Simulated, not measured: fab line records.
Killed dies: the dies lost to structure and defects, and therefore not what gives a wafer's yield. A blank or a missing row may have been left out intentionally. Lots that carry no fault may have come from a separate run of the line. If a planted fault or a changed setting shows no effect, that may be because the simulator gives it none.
fab line records -- flow nandHarc -- part 2 of 2: steps 25 to 36 of 36
record: lots: 5, wafers: 15, lastDay: 30
route steps=1302 shown A_BONDPAD@1211 HYBRID_BOND@1237 THIN_TSV@1244
lots that met no fault: taken from a fault-free run of the same line
startH: hours from the record's first day to the start of the lot's first wafer shown -- waitH: hours from the lot's prior step to this one -- " repeats the value in the row above -- L1.1+2: one row covering several wafers at once -- - either no value or no given start -- * or withheld: withheld -- < > ~ a bound
route shown NAME@n: NAME is a module with steps in the file, n the number in the route of the first one -- usual: mean/standard deviation taken from wafers without a fault -- same: alike in all rows -- chamber/n: place in a boat -- sites: the reading at each site -- _std_site: the standard deviation of these -- _edge_site: inner sites' mean taken away from outer sites' mean -- radiusMm: how far each site lies from the wafer's centre -- mask NAME#n: copy n -- behind: the tool/chamber that last shaped the wafer -- hold: cause of the lot's hold/its duration in hours/its outcome -- device: names the non-switching transistor (n, p or np) -- end of line: the tests these same wafers got at the end of their route -- a step given without rows: its recipe and nothing more -- killed: count of dies lost to structure and defects at first sort (not the wafer's yield) -- map: a wafer's dies, x killed, . not, _ none there
set.NAME: the setting that was run; set.NAME@STEP: the one run at that earlier step -- model.NAME: the simulator's own value behind a step, which no gauge read
lots at selected steps of the route; one table per step, one row per wafer
services: when a tool's chamber went out of use (startH, in hours from the record's first day, below 0 if earlier), for how many hours, and the reason
== steps ==
step: NHARC_HYBRID_BOND_ACTIVATE_00
recipe: timeS: 60, n2FlowSccm: 200, arFlowSccm: 0, biasPowerW: 0, chemistry: N2
usual: drypumpMotorCurrentA: 5.9/0.32, oesProductAu: 0.999/0.018, rfVppV: 64.0/0.91, showerheadPlenumPTorr: 1.76/0.085
lot.wafer,tool,chamber,startH,waitH,drypumpMotorCurrentA,oesProductAu,rfHoursCounterH,rfVppV,showerheadPlenumPTorr
L074.4,rieDiel-10,2,550.35,0.9,5.7,1.009,50,64.3,1.73
L074.2,rieDiel-10,0,550.35,0.9,5.7,0.986,42,61.9,1.74
L074.5,rieDiel-10,3,550.35,0.9,5.9,1.007,-,64.4,1.90
L079.1,rieDiel-08,1,586.69,0.1,5.6,0.969,2,64.3,1.74
L079.4,rieDiel-08,2,586.69,0.1,6.3,0.992,2,63.9,1.68
L079.2,rieDiel-08,0,586.69,0.1,5.8,1.009,2,64.4,1.80
L083.3,rieDiel-08,0,641.17,0.1,5.8,1.002,5,64.5,1.80
L083.5,rieDiel-08,0,641.17,0.1,5.8,1.002,-,64.3,1.80
L083.6,rieDiel-08,1,641.17,0.1,5.6,0.966,-,63.6,1.73
L085.2,rieDiel-05,1,653.18,0.1,6.0,0.989,15,64.8,1.86
L085.1,rieDiel-05,0,653.18,0.1,6.6,1.001,18,62.8,1.68
L085.6,rieDiel-05,2,653.18,0.1,6.1,1.005,-,63.3,1.64
L087.2,rieDiel-08,0,681.26,0.1,5.8,1.006,9,63.8,1.80
L087.4,rieDiel-08,3,681.26,0.1,5.9,1.023,9,62.5,1.88
L087.5,rieDiel-08,1,681.26,0.1,5.7,0.957,-,63.0,1.73
step: NHARC_HYBRID_BOND_PRECLEAN_01
recipe: timeS: 300, tempC: 23, chemistry: DIW
lot.wafer,tool,chamber,startH,waitH
L074.2+5+4,wetBench-10,"5,6,7",550.52,0.1
L079.2+1+4,wetBench-10,"7,3,4",586.85,0.1
L083.6+3+5,wetBench-08,"7,0,1",641.33,0.1
L085.6+1+2,wetBench-10,"2,3,7",653.34,0.1
L087.5+2+4,wetBench-10,"5,6,0",681.43,0.1
step: NHARC_HYBRID_BOND_SRD_02
recipe: timeS: 30, tempC: 23, dryTimeS: 20, spinRpm: 1500
lot.wafer,tool,chamber,startH,waitH
L074.2+5+4,wetBench-10,"5,6,7",-,-
L079.2+1+4,wetBench-10,"7,3,4",-,-
L083.6+3+5,wetBench-08,"7,0,1",-,-
L085.6+1+2,wetBench-10,"2,3,7",-,-
L087.5+2+4,wetBench-10,"5,6,0",-,-
step: NHARC_HYBRID_BOND_BOND_03
recipe: tempC: 25
usual: bondForceKN: 5.001/0.012
lot.wafer,tool,chamber,startH,waitH,bondForceKN
L074.2,waferBonder-01,0,550.91,-,5.012
L074.4,waferBonder-01,0,550.91,-,4.975
L074.5,waferBonder-01,0,550.91,-,5.001
L079.1,waferBonder-01,0,587.10,-,5.010
L079.2,waferBonder-01,0,587.10,-,5.020
L079.4,waferBonder-01,0,587.10,-,5.009
L083.3,waferBonder-01,0,641.88,-,4.994
L083.5,waferBonder-01,0,641.88,-,4.987
L083.6,waferBonder-01,0,641.88,-,4.989
L085.1,waferBonder-01,0,653.59,-,5.004
L085.2,waferBonder-01,0,653.59,-,4.996
L085.6,waferBonder-01,0,653.59,-,4.981
L087.2,waferBonder-01,0,681.81,-,5.012
L087.4,waferBonder-01,0,681.81,-,5.012
L087.5,waferBonder-01,0,681.81,-,4.998
step: NHARC_HYBRID_BOND_ANNEAL_04
recipe: tempC: 300, timeS: 7200, rampUpCPerMin: 5, rampDownCPerMin: 3, idleTempC: 100, pressureAtm: 1
usual: spikeTcCentreC: 301.5/1.4, zonePowerCentrePct: 3.6/0.43
lot.wafer,tool,chamber,startH,waitH,spikeTcCentreC,zonePowerCentrePct
L074.2,furnace-03,0,555.04,4.0,300.5,3.9
L074.4,furnace-03,0,555.04,4.0,301.4,3.9
L074.5,furnace-03,0,555.04,4.0,300.9,4.0
L079.1,furnace-08,0,594.46,7.1,302.3,3.0
L079.2,furnace-08,0,594.46,7.1,303.5,3.1
L079.4,furnace-08,0,594.46,7.1,303.2,3.1
L083.3,furnace-03,0,645.85,3.8,301.3,4.0
L083.5,furnace-03,0,645.85,3.8,299.1,4.0
L083.6,furnace-03,0,645.85,3.8,300.4,3.9
L085.1,furnace-03,0,658.10,4.4,300.9,4.0
L085.2,furnace-03,0,658.10,4.4,300.9,3.9
L085.6,furnace-03,0,658.10,4.4,301.3,3.9
L087.2,furnace-08,0,687.86,5.9,304.3,3.0
L087.4,furnace-08,0,687.86,5.9,302.3,3.1
L087.5,furnace-08,0,687.86,5.9,303.3,3.0
step: NHARC_HYBRID_BOND_OVL_MEAS_05
usual: overlayXNm: -2/33, overlayYNm: 5/33
lot.wafer,tool,chamber,startH,waitH,overlayXNm,overlayYNm
L074.2,overlay-02,-,559.77,0.4,-42,-17
L074.4,overlay-02,-,559.77,0.4,-44,11
L074.5,overlay-02,-,559.77,0.4,28,29
L079.1,overlay-01,-,599.19,0.4,5,74
L079.2,overlay-01,-,599.19,0.4,-64,2
L079.4,overlay-01,-,599.19,0.4,36,6
L083.3,overlay-02,-,650.59,0.4,-19,81
L083.5,overlay-02,-,650.59,0.4,2,-61
L083.6,overlay-02,-,650.59,0.4,39,-57
L085.1,overlay-01,-,662.82,0.4,11,-20
L085.2,overlay-01,-,662.82,0.4,-5,23
L085.6,overlay-01,-,662.82,0.4,-8,6
L087.2,overlay-01,-,692.61,0.4,-54,-5
L087.4,overlay-01,-,692.61,0.4,25,12
L087.5,overlay-01,-,692.61,0.4,4,59
step: NHARC_HYBRID_BOND_INSPECT_06
recipe: inspectInstrument: irVoid
usual: rawDefectCount: 93/31
lot.wafer,tool,chamber,startH,waitH,rawDefectCount
L074.2,defectInspect-02,-,559.82,0.1,100
L074.4,defectInspect-02,-,559.82,0.1,105
L074.5,defectInspect-02,-,559.82,0.1,105
L079.1,defectInspect-02,-,599.24,0.0,56
L079.2,defectInspect-02,-,599.24,0.0,68
L079.4,defectInspect-02,-,599.24,0.0,65
L083.3,defectInspect-02,-,650.64,0.1,57
L083.5,defectInspect-02,-,650.64,0.1,66
L083.6,defectInspect-02,-,650.64,0.1,73
L085.1,defectInspect-02,-,662.87,0.0,98
L085.2,defectInspect-02,-,662.87,0.0,79
L085.6,defectInspect-02,-,662.87,0.0,93
L087.2,defectInspect-02,-,692.67,0.1,116
L087.4,defectInspect-02,-,692.67,0.1,126
L087.5,defectInspect-02,-,692.67,0.1,82
step: NHARC_THIN_TSV_GRIND_00
recipe: targetThkUm: 6
usual: motorCurrentA: 11.999/0.022, slurryFlowMlMin: 149.9/0.45
lot.wafer,tool,chamber,startH,waitH,motorCurrentA,slurryFlowMlMin
L074.2,grinder-01,0,560.17,0.3,11.973,149.1
L074.4,grinder-01,0,560.17,0.3,11.960,150.1
L074.5,grinder-01,0,560.17,0.3,11.995,150.9
L079.1,grinder-01,0,599.39,0.1,12.006,149.6
L079.2,grinder-01,0,599.39,0.1,12.023,150.1
L079.4,grinder-01,0,599.39,0.1,12.031,150.0
L083.3,grinder-01,0,651.19,0.5,12.004,150.2
L083.5,grinder-01,0,651.19,0.5,12.005,150.0
L083.6,grinder-01,0,651.19,0.5,11.996,149.9
L085.1,grinder-01,0,663.02,0.1,11.968,149.8
L085.2,grinder-01,0,663.02,0.1,11.975,149.6
L085.6,grinder-01,0,663.02,0.1,12.031,149.8
L087.2,grinder-01,0,694.20,1.5,12.028,149.7
L087.4,grinder-01,0,694.20,1.5,11.949,149.4
L087.5,grinder-01,0,694.20,1.5,11.997,149.4
step: NHARC_THIN_TSV_CMP_01
recipe: targetThkUm: 3
usual: motorCurrentA: 12.1/1.1, slurryFlowMlMin: 150.0/0.5
lot.wafer,tool,chamber,startH,waitH,motorCurrentA,slurryFlowMlMin
L074.2,cmp-03,3,561.19,0.8,12.6,150.3
L074.4,cmp-03,1,561.19,0.8,12.7,150.4
L074.5,cmp-03,3,561.19,0.8,13.6,151.2
L079.1,cmp-03,0,600.63,1.0,12.8,150.5
L079.2,cmp-03,1,600.63,1.0,11.7,150.0
L079.4,cmp-03,2,600.63,1.0,11.4,150.2
L083.3,cmp-04,3,652.02,0.6,11.0,149.9
L083.5,cmp-04,3,652.02,0.6,11.4,149.6
L083.6,cmp-04,0,652.02,0.6,12.8,150.5
L085.2,cmp-03,2,664.26,0.8,12.1,150.0
L085.1,cmp-03,3,664.26,0.8,13.7,150.7
L085.6,cmp-03,3,664.26,0.8,14.0,150.9
L087.4,cmp-03,2,695.23,0.4,11.0,149.6
L087.2,cmp-03,0,695.23,0.4,13.0,150.3
L087.5,cmp-03,2,695.23,0.4,11.2,149.7
step: NHARC_THIN_TSV_THK_MEAS_02
recipe: thkMeasGauge: ir
usual: thkNm: 2976/230
lot.wafer,tool,chamber,startH,waitH,thkNm
L074.2,filmMetro-01,-,561.45,-,2421
L074.4,filmMetro-01,-,561.45,-,2547
L074.5,filmMetro-01,-,561.45,-,2609
L079.1,filmMetro-02,-,600.89,0.2,2859
L079.2,filmMetro-02,-,600.89,0.2,2885
L079.4,filmMetro-02,-,600.89,0.2,3215
L083.3,filmMetro-01,-,652.28,-,3196
L083.5,filmMetro-01,-,652.28,-,2840
L083.6,filmMetro-01,-,652.28,-,2907
L085.1,filmMetro-02,-,664.53,-,2872
L085.2,filmMetro-02,-,664.53,-,3016
L085.6,filmMetro-02,-,664.53,-,2863
L087.2,filmMetro-01,-,695.49,-,3295
L087.4,filmMetro-01,-,695.49,-,3149
L087.5,filmMetro-01,-,695.49,-,3662
step: NHARC_THIN_TSV_SRD_03
lot.wafer,tool,chamber,startH,waitH
L074.2+4+5,wetBench-08,"1,2,3",561.49,0.0
L079.1+2+4,wetBench-08,"7,0,4",600.93,0.0
L083.3+5+6,wetBench-10,"7,0,3",652.32,0.0
L085.2+1+6,wetBench-08,"1,3,5",664.57,0.0
L087.4+5+2,wetBench-10,"4,0,1",695.53,0.0
step: NHARC_THIN_TSV_PRECLEAN_41
recipe: timeS: *, tempC: 50, bathAgeMin: 0, chemistry: SC1
lot.wafer,tool,chamber,startH,waitH
L074.2+4+5,wetBench-08,"1,2,3",561.52,0.0
L079.1+2+4,wetBench-08,"7,0,4",600.96,0.0
L083.3+5+6,wetBench-10,"7,0,3",652.35,0.0
L085.2+1+6,wetBench-08,"1,3,5",664.59,0.0
L087.4+5+2,wetBench-10,"4,0,1",695.56,0.0
== services ==
tool,chamber,startH,hours,kind
rieDiel-08,2,524.54,2.7,repair
pvdSputter-03,-,526.00,10.0,pm
rieDiel-03,2,530.60,5.0,repair
grinder-01,-,545.80,1.1,repair
rieDiel-12,0,553.32,9.2,repair
cmp-03,-,553.43,0.4,repair
pvdSputter-01,-,565.69,4.7,repair
rieDiel-12,2,572.40,10.1,repair
grinder-01,-,573.92,0.7,repair
cmp-03,-,575.57,4.0,pm
lithoTrack-02,-,577.01,7.0,pm
pvdSputter-01,-,582.17,10.0,pm
rieDiel-12,-,601.09,12.4,repair
rieDiel-12,-,622.40,9.0,pm
lithoTrack-03,-,625.00,7.0,pm
grinder-01,-,625.11,1.0,repair
grinder-01,-,631.93,0.9,repair
rieDiel-03,-,635.30,9.0,pm
pvdSputter-02,-,638.00,10.0,pm
wetBench-08,-,646.40,8.0,pm
grinder-01,-,659.82,0.2,repair
rieDiel-03,3,662.92,3.0,repair
wetBench-10,-,663.20,8.0,pm
cmp-03,-,673.57,4.0,pm
